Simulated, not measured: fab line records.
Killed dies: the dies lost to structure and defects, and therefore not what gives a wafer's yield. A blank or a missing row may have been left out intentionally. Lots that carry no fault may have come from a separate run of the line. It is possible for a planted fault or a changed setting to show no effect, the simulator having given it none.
Chamber matching    flow n5_finfet    4 sister chambers for N5_BEOL_M10_ETCH_62 on rie_diel-04
The step etches SOC in N2/H2, target depth 110 nm, overetch 22 nm, time 165 s. 18 wafers are shown with their chamber, then 9 later ones without.

WAFERS WITH THEIR CHAMBER
wafer   chamber  drypump_motor_current_A (A)  showerhead_plenum_p_Torr (Torr)  throttle_valve_pct (%)
L074.3  3        5.3                          2.61                             18.06
L074.4  3        5.4                          2.61                             18.07
L074.5  2        6.2                          2.51                             17.84
L077.1  2        6.2                          2.51                             17.85
L077.2  3        5.4                          2.60                             17.67
L077.5  2        6.2                          2.51                             17.87
L080.1  3        5.3                          2.60                             17.69
L080.2  0        6.0                          2.50                             17.46
L080.5  3        5.3                          2.60                             17.70
L082.3  0        6.0                          2.49                             17.46
L082.5  1        5.3                          2.61                             17.41
L082.6  2        6.3                          2.50                             17.88
L086.2  3        5.4                          2.59                             17.68
L086.3  2        6.3                          2.50                             17.89
L086.6  2        6.2                          2.50                             17.91
L088.3  3        5.3                          2.59                             17.72
L088.5  3        5.3                          2.59                             17.70
L088.6  2        6.3                          2.50                             17.90

SIGNATURES, as means of the wafers listed above
reading                   chamber 0  chamber 1  chamber 2  chamber 3  scatter within a chamber
drypump_motor_current_A   6.000      5.300      6.243      5.338      0.0506
showerhead_plenum_p_Torr  2.4950     2.6100     2.5043     2.5987     0.00712
throttle_valve_pct        17.4600    17.4100    17.8771    17.7862    0.123
Rule: distance of a wafer from a chamber = root of the sum over the readings of ((wafer's reading minus chamber's mean) / reading's scatter) squared. If the next closest chamber is less than 2 further off than the closest, the wafer can't be placed; otherwise it belongs to the closest. How the scatter is found: for the shown wafers, subtract from each reading the mean of its chamber, square and add these, divide the total by (wafers less chambers), then take the root.

WAFERS WITHOUT THEIR CHAMBER
wafer   drypump_motor_current_A (A)  showerhead_plenum_p_Torr (Torr)  throttle_valve_pct (%)
L090.2  5.3                          2.60                             17.46
L090.4  6.0                          2.49                             17.50
L090.5  5.3                          2.60                             17.45
L097.1  6.2                          2.49                             17.49
L097.2  6.0                          2.48                             17.52
L097.6  6.2                          2.49                             17.50
L096.1  5.4                          2.59                             17.74
L096.3  6.3                          2.49                             17.50
L096.6  5.4                          2.59                             17.72

WHICH CHAMBER EACH ONE RAN IN
wafer   from the rows above      in truth
L090.2  can't be placed: 1 or 3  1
L090.4  0                        0
L090.5  can't be placed: 1 or 3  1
L097.1  can't be placed: 2 or 0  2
L097.2  0                        0
L097.6  can't be placed: 2 or 0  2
L096.1  3                        3
L096.3  2                        2
L096.6  3                        3
Placed correctly: 5 of 9. These rows do not allow placing 4 (true chamber among the candidates in 4). Number placed wrongly: 0.
